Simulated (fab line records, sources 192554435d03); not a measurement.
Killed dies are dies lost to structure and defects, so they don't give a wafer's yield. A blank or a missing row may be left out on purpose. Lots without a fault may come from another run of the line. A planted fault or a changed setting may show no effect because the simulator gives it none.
Split-lot experiment | flow n5_finfet | 7 lots, 21 wafers read, on a route of 1938 steps

THE SPLIT
At N5_FIN_SAQP_EXPOSE_13 (exposes mask FIN CORE, target cd 35.6 nm), the setting dose_mj was moved away from the recipe's 63.25 on 7 of the 21 wafers read, by -6.1% to +6.6%. The other wafers ran this setting at the recipe's value.

FROM THE SPLIT TO THE READING: what the file shows between them, 2 steps
- N5_FIN_SAQP_PEB_14: peb time 60 s
- N5_FIN_SAQP_DEVELOP_15: develop time 30 s

THE READING
cd_nm, in nm, at N5_FIN_SAQP_CD_MEAS_16 (target cd 35.6 nm). Fault-free wafers of this fab line usually give 35.5 nm, standard deviation 0.34 nm.

wafer  | tool, chamber at the split | dose_mj as run | against the recipe | cd_nm, nm | against lot-mates on the recipe
L079.2 | arfi_scanner-01, 0         | 63.25          | recipe             | 35.6      | -
L079.4 | arfi_scanner-01, 0         | 63.25          | recipe             | 35.4      | -
L079.5 | arfi_scanner-01, 0         | 63.25          | recipe             | 35.2      | -
L081.3 | arfi_scanner-03, 0         | 67.41          | +6.6%              | 34.1      | -1.8
L081.4 | arfi_scanner-03, 0         | 63.25          | recipe             | 36.1      | -
L081.5 | arfi_scanner-03, 0         | 63.25          | recipe             | 35.7      | -
L082.1 | arfi_scanner-02, 0         | 63.25          | recipe             | 35.3      | -
L082.4 | arfi_scanner-02, 0         | 63.25          | recipe             | 35.6      | -
L082.5 | arfi_scanner-02, 0         | 59.39          | -6.1%              | 37.0      | +1.5
L083.1 | arfi_scanner-03, 0         | 63.25          | recipe             | 36.0      | -
L083.3 | arfi_scanner-03, 0         | 63.25          | recipe             | 35.8      | -
L083.5 | arfi_scanner-03, 0         | 63.25          | recipe             | 36.3      | -
L088.2 | arfi_scanner-03, 0         | 66.41          | +5.0%              | 34.2      | -1.1
L088.3 | arfi_scanner-03, 0         | 63.25          | recipe             | 35.5      | -
L088.6 | arfi_scanner-03, 0         | 63.25          | recipe             | 35.2      | -
L089.4 | arfi_scanner-01, 0         | 60.11          | -5.0%              | 36.2      | +0.8
L089.5 | arfi_scanner-01, 0         | 60.11          | -5.0%              | 36.3      | +0.9
L089.6 | arfi_scanner-01, 0         | 63.25          | recipe             | 35.4      | -
L091.3 | arfi_scanner-01, 0         | 63.25          | recipe             | 35.3      | -
L091.4 | arfi_scanner-01, 0         | 65.93          | +4.2%              | 34.1      | -1.2
L091.6 | arfi_scanner-01, 0         | 65.93          | +4.2%              | 34.8      | -0.5

THE FIT
A straight line over all 21 wafers: cd_nm changes by -0.217 nm for each +1% of dose_mj; r = -0.89; the points scatter about the line by 0.34 nm.
The same after taking each lot's own level away (the mean of its wafers on the recipe; 21 wafers): -0.223 nm for each +1%; r = -0.96; scatter 0.22 nm.
On that fit, the largest move of dose_mj shifts the reading by 1.5 nm.
The lots' own levels span 35.30 to 36.03 nm, that is 2.2 times the standard deviation above.
So the lot-to-lot level changes the slope little: the two slopes agree.
Check: with one of the wafers moved furthest among these (+6.6%) left out of the fit, the line predicts -1.38 nm for it against its lot-mates. It came out at -1.8 nm against them.

OTHER SPLITS ON THESE WAFERS
These wafers also went through other splits before the reading. Each is held against what the fit with the lots' levels taken away leaves over:
other split on the same wafers | wafers away from the commonest value | r with cd_nm (lot level and that fit taken away)
N5_FIN_SAQP_PECVD_06 time_s    | 5                                    | -0.03

THE FILE'S OWN FIT
cd_nm changes by -0.236 nm for each +1% of dose_mj, r = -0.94.
